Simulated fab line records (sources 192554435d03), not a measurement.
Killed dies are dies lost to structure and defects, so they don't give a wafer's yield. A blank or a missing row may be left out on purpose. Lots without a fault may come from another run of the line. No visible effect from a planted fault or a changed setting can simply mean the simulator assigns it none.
Chamber matching -- flow n5 finfet -- N5_DUMMY_GATE_ETCH_32 on rie si-05: 4 sister chambers
The step etches SiO2 in CF4, target depth 3.5 nm, time 3.9 s. 18 wafers are shown with their chamber, then 9 later ones without.

WAFERS WITH THEIR CHAMBER
wafer,chamber,throttle valve pct (%),oes product au (a.u.)
L074.2,2,21.54,0.984
L074.4,0,21.69,0.952
L074.6,1,21.78,0.968
L077.2,2,21.52,0.975
L077.4,3,22.07,1.049
L077.5,2,21.52,0.974
L078.1,0,21.70,0.953
L078.2,1,21.77,0.974
L078.6,2,21.51,0.988
L082.1,3,22.06,1.060
L082.3,0,21.68,0.952
L082.5,1,21.77,0.971
L086.1,2,21.51,0.982
L086.5,1,21.77,0.966
L086.6,0,21.69,0.954
L089.3,0,21.68,0.948
L089.4,1,21.78,0.966
L089.6,2,21.51,0.971

SIGNATURES, as means of the wafers listed above
reading,chamber 0,chamber 1,chamber 2,chamber 3,scatter within a chamber
throttle valve pct,21.6880,21.7740,21.5183,22.0650,0.009
oes product au,0.95180,0.96900,0.97900,1.05450,0.00499
Rule: distance of a wafer from a chamber = root of the sum over the readings of ((wafer's reading minus chamber's mean) / reading's scatter) squared. The wafer belongs to the nearest chamber; if the next one is less than 2 further off, it can't be placed. The scatter: take each reading less its chamber's mean, square it, sum over the shown wafers, divide by the number of wafers less the number of chambers, and take the root.

WAFERS MISSING THEIR CHAMBER
wafer,throttle valve pct (%),oes product au (a.u.)
L090.2,21.52,0.989
L090.4,22.06,1.060
L090.5,21.67,0.960
L092.1,21.78,0.958
L092.3,21.70,0.949
L092.5,22.06,1.058
L097.4,21.76,0.972
L097.5,21.53,0.989
L097.6,21.78,0.971

WHICH CHAMBER EACH WENT THROUGH
wafer,from the rows above,in truth
L090.2,2,2
L090.4,3,3
L090.5,0,0
L092.1,1,1
L092.3,0,0
L092.5,3,3
L097.4,1,1
L097.5,2,2
L097.6,1,1
Correct placement for 9 of the 9. Number that these rows cannot place: 0. Number placed wrongly: 0.
